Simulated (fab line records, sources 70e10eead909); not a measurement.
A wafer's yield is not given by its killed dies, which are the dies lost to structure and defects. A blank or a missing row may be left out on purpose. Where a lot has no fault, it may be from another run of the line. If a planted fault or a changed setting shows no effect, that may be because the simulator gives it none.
What tool caused it? | flow nand harc | Sampling: 14 lots, 42 wafers, 4 of 1302 route steps

WHAT THE GAUGES SHOWED, per wafer
No reading from a measuring or inspecting step in the record can be judged against a usual standard deviation.

TOOL THAT RAN EACH LOT (tool first, then ch and the chambers of the sampled wafers, then the start)
lot  | NHARC_A_BLC_PVD_32                      | NHARC_A_BLC_ALD_23                  | NHARC_A_M0_EXPOSE_06               | NHARC_A_M0_ETCH_15
L534 | pvd sputter-02, day 22 02:27 or earlier | ald metal-01 ch 1,2,3, day 22 02:27 | arfi scanner-01 ch 0, day 22 04:21 | rie diel-11 ch 1,2,3, no start
L535 | pvd sputter-01, day 22 22:17 or earlier | ald metal-03 ch 0,1,2, day 22 22:17 | arfi scanner-02 ch 0, day 23 00:09 | rie diel-09 ch 0,1,3, no start
L537 | pvd sputter-01, day 23 07:43 or earlier | ald metal-04 ch 2,3, day 23 07:43   | arfi scanner-03 ch 0, day 23 09:28 | rie diel-11 ch 0,1, no start
L541 | pvd sputter-02, day 25 15:02 or earlier | ald metal-04 ch 0,1, day 25 15:02   | arfi scanner-01, day 25 16:59      | rie diel-11 ch 1,2, no start
L542 | pvd sputter-01, day 25 18:02 or earlier | ald metal-03 ch 1,3, day 25 18:02   | arfi scanner-01, day 25 19:49      | rie diel-11 ch 2,3, no start
L540 | pvd sputter-03, day 25 21:24 or earlier | ald metal-04 ch 1,3, day 25 21:24   | arfi scanner-01 ch 0, day 25 23:10 | rie diel-09 ch 1,2,3, no start
L546 | pvd sputter-03, day 28 00:14 or earlier | ald metal-01 ch 0,1,2, day 28 00:14 | arfi scanner-01 ch 0, day 28 02:08 | rie diel-11 ch 2,3, no start
L549 | pvd sputter-02, day 28 17:06 or earlier | ald metal-01 ch 0,1, day 28 17:06   | arfi scanner-03 ch 0, day 28 18:55 | rie diel-08 ch 1,3, no start
L548 | pvd sputter-01, day 29 00:44 or earlier | ald metal-04 ch 2,3, day 29 00:44   | arfi scanner-02 ch 0, day 29 02:32 | rie diel-11 ch 0,1,3, no start
L551 | pvd sputter-03, day 29 21:25 or earlier | ald metal-04 ch 0,1,2, day 29 21:25 | arfi scanner-02 ch 0, day 29 23:09 | rie diel-09 ch 2,3, no start
L554 | pvd sputter-02, day 30 15:02 or earlier | ald metal-03 ch 0,2,3, day 30 15:02 | arfi scanner-02 ch 0, day 30 16:49 | rie diel-11 ch 0,2,3, no start
L552 | pvd sputter-02, day 30 15:17 or earlier | ald metal-04 ch 0,1,3, day 30 15:17 | arfi scanner-02 ch 0, day 30 17:04 | rie diel-08 ch 0,1,2, no start
L557 | pvd sputter-03, day 31 16:44 or earlier | ald metal-01 ch 0,1,3, day 31 16:44 | arfi scanner-02 ch 0, day 31 18:38 | rie diel-08 ch 0,3, no start
L556 | pvd sputter-01, day 31 18:35 or earlier | ald metal-04 ch 0,1,2, day 31 18:35 | arfi scanner-01 ch 0, day 31 20:28 | rie diel-08 ch 0,1,3, no start
- NHARC_A_BLC_PVD_32: deposits Ti, target thk 5 nm, time 17.7 s.
- NHARC_A_BLC_ALD_23: deposits TiN, target thk 3 nm, pulse time 1 s, ald cycles 150.
- NHARC_A_M0_EXPOSE_06: exposes mask A M0, target cd 80 nm.
- NHARC_A_M0_ETCH_15: etches the open film in C4F8/Ar, target depth 150 nm, overetch 15 nm, time 82.5 s.

WHAT THE TOOLS THEMSELVES READ (means of the sampled wafers that have a number; where no wafer has one, the mark that the record gives instead)
NHARC_A_BLC_PVD_32. Usual: throttle valve pct at 30.0 %, with a standard deviation of 0.8.
lot  | tool           | throttle valve pct (%) | flag
L534 | pvd sputter-02 | 29.8                   |
L535 | pvd sputter-01 | 29.6                   |
L537 | pvd sputter-01 | 29.3                   |
L541 | pvd sputter-02 | 30.3                   |
L542 | pvd sputter-01 | 30.2                   |
L540 | pvd sputter-03 | 30.2                   |
L546 | pvd sputter-03 | 29.6                   |
L549 | pvd sputter-02 | 30.6                   |
L548 | pvd sputter-01 | 29.5                   |
L551 | pvd sputter-03 | 29.9                   |
L554 | pvd sputter-02 | 30.2                   |
L552 | pvd sputter-02 | 30.3                   |
L557 | pvd sputter-03 | 29.3                   |
L556 | pvd sputter-01 | 30.0                   |

NHARC_A_BLC_ALD_23. Usual: heater power outer w 696 W, standard deviation 56; heater power w 1090 W, standard deviation 75; precursor pulse height rel 1.001, standard deviation 0.019.
lot  | tool         | heater power outer w (W) | heater power w (W) | precursor pulse height rel | flag
L534 | ald metal-01 | 737                      | 1149               | 1.009                      |
L535 | ald metal-03 | 675                      | 1072               | 1.004                      |
L537 | ald metal-04 | 698                      | 1142               | 1.018                      |
L541 | ald metal-04 | 774                      | 1134               | 0.998                      |
L542 | ald metal-03 | 655                      | 1074               | 0.992                      |
L540 | ald metal-04 | 802                      | 1192               | 1.010                      |
L546 | ald metal-01 | 677                      | 1022               | 1.003                      |
L549 | ald metal-01 | 701                      | 1030               | 0.988                      |
L548 | ald metal-04 | 684                      | 1126               | 1.000                      |
L551 | ald metal-04 | 712                      | 1113               | 0.985                      |
L554 | ald metal-03 | 659                      | 1041               | 0.995                      |
L552 | ald metal-04 | 715                      | 1107               | 1.005                      |
L557 | ald metal-01 | 711                      | 1107               | 1.013                      |
L556 | ald metal-04 | 705                      | 1128               | 0.996                      |

NHARC_A_M0_EXPOSE_06. Usual: exposure dose mJ cm2 83.14, standard deviation 0.096; focus offset nm 0.0 nm, standard deviation 0.49.
lot  | tool            | exposure dose mJ cm2 | focus offset nm (nm) | flag
L534 | arfi scanner-01 | 83.24                | -0.5                 |
L535 | arfi scanner-02 | 83.06                | -0.3                 |
L537 | arfi scanner-03 | 83.22                | -0.1                 |
L541 | arfi scanner-01 | -                    | -                    | OFF
L542 | arfi scanner-01 | -                    | -                    | OFF
L540 | arfi scanner-01 | 83.22                | 0.3                  |
L546 | arfi scanner-01 | 83.25                | 0.7                  |
L549 | arfi scanner-03 | 83.17                | 0.7                  |
L548 | arfi scanner-02 | 83.03                | -0.4                 |
L551 | arfi scanner-02 | 83.11                | 0.1                  |
L554 | arfi scanner-02 | 82.95                | 0.3                  |
L552 | arfi scanner-02 | 83.07                | 0.3                  |
L557 | arfi scanner-02 | 83.01                | -0.5                 |
L556 | arfi scanner-01 | 83.26                | -0.1                 |

NHARC_A_M0_ETCH_15. Usual: oes product au 0.954 a.u., standard deviation 0.022; rf vpp V 442.2 V, standard deviation 1.8.
lot  | tool        | oes product au (a.u.) | rf vpp V (V) | flag
L534 | rie diel-11 | 0.971                 | 441.5        |
L535 | rie diel-09 | 0.965                 | 441.9        |
L537 | rie diel-11 | 0.929                 | 442.5        |
L541 | rie diel-11 | 0.959                 | 442.7        |
L542 | rie diel-11 | 0.966                 | 439.7        |
L540 | rie diel-09 | 0.929                 | 441.6        |
L546 | rie diel-11 | 0.974                 | 441.8        |
L549 | rie diel-08 | 0.922                 | 440.6        |
L548 | rie diel-11 | 0.965                 | 440.4        |
L551 | rie diel-09 | 0.981                 | 441.8        |
L554 | rie diel-11 | 0.922                 | 441.1        |
L552 | rie diel-08 | 0.932                 | 444.7        |
L557 | rie diel-08 | 0.983                 | 441.8        |
L556 | rie diel-08 | 0.978                 | 442.5        |

THE ANSWER, worked out from the rows above alone
Rule: a lot counts as off when the mean over its wafers that have a number is more than 3 standard deviations away from the usual mean. Also off: a lot with no number at a reading for which 4 or more lots have one. Where the step has rows for the other lots, those lots are counted as sound. First the gauges in route order, then the tools' own readings, where a lot's mean is used as printed above. At the first step where some lot is off, the reading lying furthest off is the one used; lots without a number count as furthest.
Off: L541, L542, at NHARC_A_M0_EXPOSE_06 (exposure dose mJ cm2). Without a number there: L541, L542.
A tool fits if, at that step or a process step before it, it ran every lot that is off, and no sound lot after the first of them. Because NHARC_A_BLC_PVD_32 lacks a start for some lots, the hours and order of its lots are taken from NHARC_A_BLC_ALD_23. Not one of the candidates tried fits.

WHAT THE SIMULATOR HAD INSERTED
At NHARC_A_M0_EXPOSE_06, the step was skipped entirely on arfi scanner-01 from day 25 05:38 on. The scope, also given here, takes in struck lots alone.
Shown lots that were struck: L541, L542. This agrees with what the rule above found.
